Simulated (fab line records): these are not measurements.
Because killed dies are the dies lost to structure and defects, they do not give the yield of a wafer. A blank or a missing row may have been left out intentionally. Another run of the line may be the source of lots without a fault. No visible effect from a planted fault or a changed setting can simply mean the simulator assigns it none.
fab line records | flow n5Finfet | part 2 of 2: steps 4 to 6 of 6
record lots=20 | wafers=60 | lastDay=19
route steps=1938 shown BEOL_M9@1418 BEOL_M10@1487
lots that met no fault: taken from a fault-free run of the same line
startH: the number of hours between the record's first day and the start of the first shown wafer of the lot | waitH: how many hours have passed since the lot's step before this one | " unchanged from the row above | L1.1+2: one row covering several wafers at once | - no value, or no start given | * or withheld: withheld | < > ~ a bound
route shown NAME@n: a module of which the file shows steps, and the number in the route of the first | usual: the fault-free wafers' mean and standard deviation | same: alike in all rows | chamber/n: place in a boat | sites: the reading at each site | _std_site: their standard deviation | _edge_site: the outer-site mean with the inner-site mean subtracted | radiusMm: how far each site lies from the wafer's centre | mask NAME#n: copy n | behind: the most recent tool/chamber to have shaped the wafer | hold: cause of the lot's hold/its duration in hours/its outcome | device: names the non-switching transistor (n, p or np) | end of line: at the end of the route, the tests of the same wafers | where a step has no rows: the recipe by itself | killed: count of dies lost to structure and defects at first sort (not the wafer's yield) | map: dies across one wafer; x = killed, . = not, _ = none there
set.NAME: the setting that was run; set.NAME@STEP: the one run at that earlier step | model.NAME: the simulator's own value behind a step, which no gauge read
a sample of lots followed through the steps of the route, with each step as a table and each wafer as a row
services: when a tool's chamber went out of use (startH, in hours from the record's first day, below 0 if earlier), for how many hours, and the reason
## steps
# step N5_BEOL_M9_STRIP_80
# recipe chemistry=N2/H2 | timeS=10 | powerW=450 | tempC=40 | pressureMtorr=20 | rfFrequencyHz=6e+07 | biasPowerW=7 | n2FlowSccm=200 | h2FlowSccm=200
# usual drypumpMotorCurrentA=5.9/0.61 | oesProductAu=0.77/0.069 | rfVppV=59.0/0.87 | showerheadPlenumPTorr=2.51/0.083 | throttleValvePct=23.7/0.3
lot.wafer | tool       | chamber | startH | waitH | drypumpMotorCurrentA | oesProductAu | rfHoursCounterH | rfVppV | showerheadPlenumPTorr | throttleValvePct
L074.1    | rieDiel-02 | 1       | -      | -     | 6.4                  | 0.72         | 182             | 59.3   | 2.65                  | 23.4
L074.3    | "          | 0       | "      | "     | 5.4                  | 0.84         | 75              | 57.7   | 2.57                  | 23.6
L074.5    | "          | 2       | "      | "     | 6.6                  | 0.78         | -               | 58.6   | 2.46                  | 23.6
L075.1    | rieDiel-04 | 3       | -      | -     | 5.6                  | 0.76         | 149             | 57.8   | 2.42                  | 23.8
L075.3    | "          | 0       | "      | "     | 6.0                  | 0.87         | 56              | 58.6   | 2.47                  | 23.5
L075.6    | "          | 3       | "      | "     | 5.6                  | 0.77         | -               | 59.0   | 2.42                  | 23.7
L077.2    | rieDiel-04 | 0       | -      | -     | 6.0                  | 0.88         | 56              | 59.3   | 2.47                  | 23.5
L077.4    | "          | 2       | "      | "     | 5.2                  | 0.69         | 221             | 57.4   | 2.39                  | 23.2
L077.6    | "          | 1       | "      | "     | 5.1                  | 0.84         | -               | 58.6   | 2.56                  | 23.6
L078.1    | rieDiel-02 | 0       | -      | -     | 5.4                  | 0.84         | 80              | 57.6   | 2.57                  | 23.6
L078.4    | "          | 3       | "      | "     | 6.8                  | 0.78         | 119             | 57.7   | 2.46                  | 24.4
L078.6    | "          | 0       | "      | "     | 5.4                  | 0.84         | -               | 60.9   | 2.57                  | 23.6
L079.1    | rieDiel-04 | 2       | -      | -     | 5.2                  | 0.68         | 227             | 58.9   | 2.39                  | 23.2
L079.2    | "          | 3       | "      | "     | 5.6                  | 0.76         | 155             | 58.5   | 2.42                  | 23.7
L079.4    | "          | 0       | "      | "     | 6.0                  | 0.87         | 62              | 58.9   | 2.47                  | 23.5
L080.1    | rieDiel-02 | 3       | -      | -     | 6.8                  | 0.79         | 124             | 60.4   | 2.46                  | 24.3
L080.3    | "          | 0       | "      | "     | 5.4                  | 0.82         | 85              | 58.5   | 2.57                  | 23.6
L080.4    | "          | 1       | "      | "     | 6.4                  | 0.71         | 192             | 59.0   | 2.64                  | 23.4
L082.1    | rieDiel-02 | 3       | -      | -     | 6.8                  | 0.78         | 124             | 59.9   | 2.46                  | 24.4
L082.4    | "          | 2       | "      | "     | 6.5                  | 0.78         | 105             | 59.1   | 2.45                  | 23.6
L082.6    | "          | 1       | "      | "     | 6.4                  | 0.71         | -               | 60.1   | 2.64                  | 23.4
L083.1    | rieDiel-06 | 0       | -      | -     | 6.5                  | 0.86         | 48              | 60.7   | 2.58                  | 23.7
L083.2    | "          | 3       | "      | "     | 4.9                  | 0.71         | 188             | 60.2   | 2.53                  | 23.7
L083.5    | "          | 2       | "      | "     | 5.7                  | 0.73         | -               | 57.8   | 2.42                  | 23.8
L084.2    | rieDiel-06 | 3       | -      | -     | 4.9                  | 0.70         | 192             | 60.7   | 2.53                  | 23.7
L084.4    | "          | 1       | "      | "     | 6.0                  | 0.68         | 233             | 59.7   | 2.62                  | 24.1
L084.5    | "          | 0       | "      | "     | 6.5                  | 0.85         | -               | 59.4   | 2.58                  | 23.7
L087.3    | rieDiel-06 | 3       | -      | -     | 5.0                  | 0.70         | 194             | 57.5   | 2.53                  | 23.7
L087.4    | "          | 2       | "      | "     | 5.7                  | 0.73         | 178             | 58.7   | 2.42                  | 23.8
L087.5    | "          | 1       | "      | "     | 6.1                  | 0.67         | -               | 58.9   | 2.62                  | 24.1
L086.2    | rieDiel-04 | 2       | -      | -     | 5.2                  | 0.67         | 240             | 57.4   | 2.38                  | 23.2
L086.4    | "          | 1       | "      | "     | 5.1                  | 0.81         | 81              | 58.6   | 2.56                  | 23.7
L086.5    | "          | 3       | "      | "     | 5.6                  | 0.75         | -               | 58.8   | 2.42                  | 23.8
L088.1    | rieDiel-06 | 3       | -      | -     | 4.9                  | 0.71         | 199             | 58.1   | 2.52                  | 23.8
L088.2    | "          | 1       | "      | "     | 6.0                  | 0.67         | 239             | 57.3   | 2.62                  | 24.1
L088.5    | "          | 3       | "      | "     | 4.9                  | 0.70         | -               | 59.4   | 2.52                  | 23.7
L090.1    | rieDiel-02 | 3       | -      | -     | 6.8                  | 0.76         | 140             | 58.2   | 2.46                  | 24.4
L090.4    | "          | 1       | "      | "     | 6.4                  | 0.70         | 208             | 58.7   | 2.64                  | 23.5
L090.6    | "          | 2       | "      | "     | 6.5                  | 0.76         | -               | 58.3   | 2.45                  | 23.6
L091.1    | rieDiel-02 | 2       | -      | -     | 6.5                  | 0.76         | 125             | 58.1   | 2.45                  | 23.6
L091.2    | "          | 3       | "      | "     | 6.8                  | 0.75         | 146             | 57.7   | 2.45                  | 24.4
L091.4    | "          | 1       | "      | "     | 6.4                  | 0.70         | 215             | 59.8   | 2.63                  | 23.5
L092.2    | rieDiel-04 | 0       | -      | -     | 6.0                  | 0.83         | 87              | 59.3   | 2.46                  | 23.6
L092.3    | "          | 1       | "      | "     | 5.1                  | 0.82         | -               | 58.3   | 2.55                  | 23.7
L092.5    | "          | 0       | "      | "     | 6.0                  | 0.82         | -               | 58.7   | 2.46                  | 23.6
L094.3    | rieDiel-02 | 0       | -      | -     | 5.4                  | 0.81         | 111             | 59.4   | 2.56                  | 23.7
L094.4    | "          | 1       | "      | "     | 6.4                  | 0.70         | 218             | 60.3   | 2.63                  | 23.5
L094.5    | "          | 3       | "      | "     | 6.8                  | 0.76         | -               | 58.5   | 2.45                  | 24.4
L093.2    | rieDiel-02 | 2       | -      | -     | 6.5                  | 0.76         | 128             | 60.4   | 2.45                  | 23.6
L093.4    | "          | 1       | "      | "     | 6.4                  | 0.68         | 218             | 59.4   | 2.63                  | 23.5
L093.6    | "          | 3       | "      | "     | 6.8                  | 0.76         | -               | 57.9   | 2.45                  | 24.4
L095.1    | rieDiel-06 | 1       | -      | -     | 6.0                  | 0.67         | 249             | 60.0   | 2.61                  | 24.1
L095.3    | "          | 2       | "      | "     | 5.7                  | 0.72         | 191             | 58.3   | 2.42                  | 23.8
L095.4    | "          | 0       | "      | "     | 6.4                  | 0.83         | 70              | 60.2   | 2.57                  | 23.7
L096.1    | rieDiel-04 | 0       | -      | -     | 6.0                  | 0.82         | 89              | 58.4   | 2.45                  | 23.6
L096.3    | "          | 3       | "      | "     | 5.6                  | 0.73         | 179             | 58.7   | 2.41                  | 23.8
L096.4    | "          | 1       | "      | "     | 5.1                  | 0.80         | 94              | 59.5   | 2.55                  | 23.6
L097.1    | rieDiel-04 | 3       | -      | -     | 5.6                  | 0.73         | 185             | 58.5   | 2.41                  | 23.8
L097.3    | "          | 2       | "      | "     | 5.2                  | 0.98         | 7               | 59.1   | 2.70                  | 23.2
L097.6    | "          | 2       | "      | "     | 5.2                  | 0.98         | -               | 59.3   | 2.70                  | 23.2
# step N5_BEOL_M9_DEGAS_44
# recipe ambient=vacuum | tempC=250 | timeS=60
# usual heaterPowerW=318/37
lot.wafer | tool          | chamber | startH | waitH | heaterPowerW
L074.1    | pvdSputter-03 | -       | 257.06 | 0.6   | 337
L074.3    | "             | -       | "      | "     | 295
L074.5    | "             | -       | "      | "     | 305
L075.1    | pvdSputter-02 | -       | 260.51 | 1.5   | 348
L075.3    | "             | -       | "      | "     | 294
L075.6    | "             | -       | "      | "     | 256
L077.2    | pvdSputter-01 | -       | 263.38 | 0.3   | 261
L077.4    | "             | -       | "      | "     | 383
L077.6    | "             | -       | "      | "     | 386
L078.1    | pvdSputter-02 | -       | 273.16 | 0.6   | 266
L078.4    | "             | -       | "      | "     | 316
L078.6    | "             | -       | "      | "     | 314
L079.1    | pvdSputter-02 | -       | 285.17 | 0.7   | 318
L079.2    | "             | -       | "      | "     | 300
L079.4    | "             | -       | "      | "     | 258
L080.1    | pvdSputter-02 | -       | 290.59 | 0.8   | 309
L080.3    | "             | -       | "      | "     | 258
L080.4    | "             | -       | "      | "     | 300
L082.1    | pvdSputter-01 | -       | 293.66 | 1.7   | 363
L082.4    | "             | -       | "      | "     | 300
L082.6    | "             | -       | "      | "     | 379
L083.1    | pvdSputter-01 | -       | 302.90 | 0.8   | 358
L083.2    | "             | -       | "      | "     | 391
L083.5    | "             | -       | "      | "     | 300
L084.2    | pvdSputter-03 | -       | 315.70 | 0.5   | 305
L084.4    | "             | -       | "      | "     | 303
L084.5    | "             | -       | "      | "     | 331
L087.3    | pvdSputter-01 | -       | 322.01 | 0.4   | 264
L087.4    | "             | -       | "      | "     | 389
L087.5    | "             | -       | "      | "     | 256
L086.2    | pvdSputter-02 | -       | 325.27 | 0.5   | 262
L086.4    | "             | -       | "      | "     | 298
L086.5    | "             | -       | "      | "     | 297
L088.1    | pvdSputter-03 | -       | 338.65 | 2.1   | 338
L088.2    | "             | -       | "      | "     | 296
L088.5    | "             | -       | "      | "     | 303
L090.1    | pvdSputter-02 | -       | 339.42 | 0.3   | 342
L090.4    | "             | -       | "      | "     | 262
L090.6    | "             | -       | "      | "     | 312
L091.1    | pvdSputter-01 | -       | 359.77 | 0.5   | 268
L091.2    | "             | -       | "      | "     | 289
L091.4    | "             | -       | "      | "     | 383
L092.2    | pvdSputter-03 | -       | 362.73 | 0.3   | 332
L092.3    | "             | -       | "      | "     | 303
L092.5    | "             | -       | "      | "     | 339
L094.3    | pvdSputter-01 | -       | 371.61 | 0.3   | 383
L094.4    | "             | -       | "      | "     | 356
L094.5    | "             | -       | "      | "     | 293
L093.2    | pvdSputter-01 | -       | 371.74 | 0.2   | 385
L093.4    | "             | -       | "      | "     | 301
L093.6    | "             | -       | "      | "     | 352
L095.1    | pvdSputter-03 | -       | 372.49 | 0.8   | 344
L095.3    | "             | -       | "      | "     | 305
L095.4    | "             | -       | "      | "     | 327
L096.1    | pvdSputter-01 | -       | 372.52 | 0.8   | 257
L096.3    | "             | -       | "      | "     | 377
L096.4    | "             | -       | "      | "     | 354
L097.1    | pvdSputter-03 | -       | 391.25 | 0.4   | 341
L097.3    | "             | -       | "      | "     | 296
L097.6    | "             | -       | "      | "     | 307
# step N5_BEOL_M10_ETCH_61
# recipe chemistry=CF4 | target=SiARC | targetDepthA=390 | maskMaterial=CAR-ArF | timeS=65 | ionEnergyEv=80 | pressureMtorr=40 | sourceW=545 | biasW=36 | Ar_flow_sccm=100 | cf4FlowSccm=100 | ends=cleared
# usual drypumpMotorCurrentA=5.7/0.42 | etchRfOnTimeS=64.5/1.8 | oesProductAu=0.70/0.053 | rfVppV=184.2/1.5 | showerheadPlenumPTorr=2.15/0.098 | throttleValvePct=15.59/0.2
lot.wafer | tool       | chamber | startH | waitH | drypumpMotorCurrentA | etchRfOnTimeS | oesProductAu | rfHoursCounterH | rfVppV | showerheadPlenumPTorr | throttleValvePct
L074.1    | rieDiel-01 | 2       | 262.39 | 0.0   | 5.1                  | 63.1          | 0.77         | 36              | 182.6  | 2.09                  | 15.30
L074.3    | "          | 3       | "      | "     | 6.5                  | 62.0          | 0.73         | 60              | 186.6  | 2.28                  | 15.87
L074.5    | "          | 1       | "      | "     | 5.8                  | 62.1          | 0.73         | -               | 182.0  | 2.09                  | 15.46
L075.1    | rieDiel-05 | 3       | 264.36 | 0.0   | 5.5                  | 62.2          | 0.79         | 13              | 184.7  | 2.20                  | 15.58
L075.3    | "          | 0       | "      | "     | 5.5                  | 65.3          | 0.65         | 146             | 182.9  | 1.97                  | 15.90
L075.6    | "          | 0       | "      | "     | 5.5                  | 64.8          | 0.66         | -               | 181.4  | 1.97                  | 15.92
L077.2    | rieDiel-03 | 3       | 272.16 | 0.0   | 6.4                  | 64.5          | 0.60         | 217             | 183.6  | 2.11                  | 15.54
L077.4    | "          | 2       | "      | "     | 5.7                  | 68.0          | 0.82         | 1               | 185.7  | 2.27                  | 15.40
L077.6    | "          | 3       | "      | "     | 6.4                  | 64.4          | 0.60         | -               | 185.7  | 2.11                  | 15.53
L078.1    | rieDiel-01 | 2       | 277.64 | 0.0   | 5.1                  | 63.3          | 0.75         | 43              | 183.6  | 2.09                  | 15.33
L078.4    | "          | 3       | "      | "     | 6.5                  | 62.0          | 0.72         | 68              | 185.3  | 2.28                  | 15.88
L078.6    | "          | 0       | "      | "     | 5.6                  | 65.9          | 0.71         | -               | 183.3  | 2.09                  | 15.55
L079.1    | rieDiel-05 | 3       | 289.51 | 0.0   | 5.5                  | 62.4          | 0.78         | 18              | 185.2  | 2.19                  | 15.59
L079.2    | "          | 0       | "      | "     | 5.5                  | 65.5          | 0.64         | 152             | 181.2  | 1.96                  | 15.92
L079.4    | "          | 1       | "      | "     | 5.5                  | 66.2          | 0.72         | 50              | 184.1  | 2.10                  | 15.54
L080.1    | rieDiel-01 | 1       | 294.58 | 0.0   | 5.8                  | 62.5          | 0.72         | 100             | 182.9  | 2.08                  | 15.49
L080.3    | "          | 2       | "      | "     | 5.1                  | 63.6          | 0.74         | 49              | 183.3  | 2.08                  | 15.33
L080.4    | "          | 0       | "      | "     | 5.6                  | 66.0          | 0.70         | 64              | 181.8  | 2.08                  | 15.57
L082.1    | rieDiel-01 | 3       | 297.46 | 0.0   | 6.4                  | 63.2          | 0.71         | 75              | 185.8  | 2.27                  | 15.92
L082.4    | "          | 1       | "      | "     | 5.8                  | 63.8          | 0.71         | 101             | 183.6  | 2.08                  | 15.52
L082.6    | "          | 2       | "      | "     | 5.1                  | 64.6          | 0.74         | -               | 183.6  | 2.08                  | 15.34
L083.1    | rieDiel-03 | 2       | 308.07 | 0.0   | 5.7                  | 67.2          | 0.76         | 17              | 185.6  | 2.27                  | 15.43
L083.2    | "          | 1       | "      | "     | 5.4                  | 63.3          | 0.70         | 97              | 185.2  | 2.23                  | 15.57
L083.5    | "          | 1       | "      | "     | 5.4                  | 62.8          | 0.71         | -               | 185.2  | 2.23                  | 15.58
L084.2    | rieDiel-01 | 2       | 321.73 | 0.0   | 5.1                  | 62.9          | 0.74         | 58              | 182.9  | 2.08                  | 15.36
L084.4    | "          | 2       | "      | "     | 5.1                  | 63.2          | 0.74         | -               | 184.1  | 2.08                  | 15.34
L084.5    | "          | 1       | "      | "     | 5.8                  | 62.4          | 0.72         | -               | 183.9  | 2.08                  | 15.51
L087.3    | rieDiel-05 | 0       | 329.98 | 0.0   | 5.5                  | 65.5          | 0.63         | 165             | 183.2  | 1.96                  | 15.94
L087.4    | "          | 1       | "      | "     | 5.5                  | 66.8          | 0.70         | 65              | 184.1  | 2.10                  | 15.56
L087.5    | "          | 0       | "      | "     | 5.5                  | 66.4          | 0.63         | -               | 180.1  | 1.96                  | 15.94
L086.2    | rieDiel-01 | 2       | 330.21 | 0.0   | 5.1                  | 64.1          | 0.73         | 62              | 182.9  | 2.08                  | 15.36
L086.4    | "          | 3       | "      | "     | 6.4                  | 62.7          | 0.71         | -               | 185.2  | 2.27                  | 15.92
L086.5    | "          | 2       | "      | "     | 5.1                  | 63.3          | 0.72         | -               | 184.1  | 2.08                  | 15.34
L088.1    | rieDiel-03 | 1       | 343.10 | 0.0   | 5.5                  | 63.1          | 0.69         | 112             | 185.6  | 2.23                  | 15.61
L088.2    | "          | 0       | "      | "     | 5.6                  | 63.8          | 0.74         | 49              | 185.9  | 2.27                  | 15.32
L088.5    | "          | 2       | "      | "     | 5.6                  | 67.1          | 0.74         | -               | 187.1  | 2.26                  | 15.48
L090.1    | rieDiel-01 | 1       | 343.29 | 0.0   | 5.8                  | 63.3          | 0.70         | 117             | 182.5  | 2.08                  | 15.53
L090.4    | "          | 1       | "      | "     | 5.8                  | 63.3          | 0.70         | -               | 182.1  | 2.08                  | 15.54
L090.6    | "          | 2       | "      | "     | 5.1                  | 64.4          | 0.72         | -               | 184.8  | 2.08                  | 15.38
L091.1    | rieDiel-01 | 3       | 367.93 | 0.0   | 6.5                  | 63.2          | 0.69         | 105             | 184.8  | 2.26                  | 15.96
L091.2    | "          | 2       | "      | "     | 5.1                  | 63.7          | 0.70         | 81              | 183.2  | 2.07                  | 15.38
L091.4    | "          | 1       | "      | "     | 5.8                  | 62.7          | 0.70         | -               | 183.4  | 2.07                  | 15.55
L092.2    | rieDiel-05 | 2       | 368.36 | 0.0   | 5.6                  | 66.5          | 0.65         | 122             | 186.1  | 2.23                  | 15.58
L092.3    | "          | 0       | "      | "     | 5.5                  | 64.8          | 0.63         | 179             | 182.1  | 1.95                  | 15.97
L092.5    | "          | 2       | "      | "     | 5.6                  | 65.8          | 0.66         | -               | 183.8  | 2.23                  | 15.59
L093.2    | rieDiel-01 | 1       | 378.47 | 0.0   | 5.8                  | 63.0          | 0.69         | 135             | 181.7  | 2.07                  | 15.57
L093.4    | "          | 1       | "      | "     | 5.8                  | 63.2          | 0.70         | -               | 183.7  | 2.07                  | 15.59
L093.6    | "          | 2       | "      | "     | 5.1                  | 64.2          | 0.70         | -               | 183.9  | 2.07                  | 15.41
L094.3    | rieDiel-05 | 3       | 378.64 | 0.0   | 5.5                  | 63.8          | 0.72         | 49              | 183.7  | 2.18                  | 15.64
L094.4    | "          | 2       | "      | "     | 5.7                  | 66.7          | 0.66         | 125             | 186.5  | 2.23                  | 15.59
L094.5    | "          | 2       | "      | "     | 5.6                  | 66.8          | 0.65         | -               | 184.8  | 2.23                  | 15.58
L095.1    | rieDiel-03 | 2       | 378.83 | 0.0   | 5.6                  | 68.4          | 0.72         | 45              | 185.8  | 2.26                  | 15.49
L095.3    | "          | 3       | "      | "     | 6.4                  | 64.3          | 0.82         | 3               | 184.1  | 2.10                  | 15.10
L095.4    | "          | 1       | "      | "     | 5.5                  | 64.3          | 0.68         | 125             | 184.1  | 2.22                  | 15.64
L096.1    | rieDiel-05 | 3       | 379.00 | 0.0   | 5.5                  | 63.9          | 0.73         | 50              | 186.0  | 2.18                  | 15.64
L096.3    | "          | 2       | "      | "     | 5.6                  | 67.1          | 0.65         | 125             | 184.2  | 2.23                  | 15.62
L096.4    | "          | 1       | "      | "     | 5.6                  | 67.0          | 0.68         | 83              | 181.6  | 2.09                  | 15.61
L097.1    | rieDiel-05 | 2       | 394.89 | 0.0   | 5.7                  | 65.7          | 0.66         | 128             | 184.8  | 2.23                  | 15.59
L097.3    | "          | 3       | "      | "     | 5.5                  | 62.7          | 0.72         | 57              | 185.6  | 2.18                  | 15.67
L097.6    | "          | 0       | "      | "     | 5.5                  | 65.1          | 0.62         | -               | 180.8  | 1.95                  | 15.98
## services
tool          | chamber | startH | hours | kind
rieDiel-04    | 1       | 232.09 | 5.6   | repair
rieDiel-03    | 2       | 243.45 | -     | clean
rieDiel-03    | 2       | 243.45 | -     | consumableReplace:focusRing
rieDiel-03    | 2       | 243.45 | -     | consumableReplace:showerhead
rieDiel-03    | 2       | 243.45 | 24.1  | scheduledDown
rieDiel-03    | -       | 255.51 | 15.6  | pm
rieDiel-05    | -       | 266.94 | 15.6  | pm
rieDiel-01    | -       | 288.94 | 2.8   | pm
rieDiel-05    | 0       | 293.56 | 3.4   | repair
rieDiel-06    | 3       | 296.14 | 2.1   | repair
rieDiel-02    | 2       | 333.65 | 4.7   | repair
rieDiel-04    | 2       | 352.44 | -     | clean
rieDiel-04    | 2       | 352.44 | -     | consumableReplace:focusRing
rieDiel-04    | 2       | 352.44 | -     | consumableReplace:showerhead
rieDiel-04    | 2       | 352.44 | 16.8  | scheduledDown
rieDiel-04    | 2       | 352.44 | 16.8  | ventCycle
pvdSputter-03 | -       | 353.36 | 1.1   | repair
pvdSputter-03 | -       | 355.01 | 3.2   | repair
rieDiel-06    | 1       | 373.44 | -     | clean
rieDiel-06    | 1       | 373.44 | -     | consumableReplace:focusRing
rieDiel-06    | 1       | 373.44 | 28.9  | scheduledDown
rieDiel-06    | 1       | 373.44 | 28.9  | ventCycle
rieDiel-05    | 2       | 381.55 | 8.7   | repair
rieDiel-01    | 2       | 385.76 | 11.6  | repair
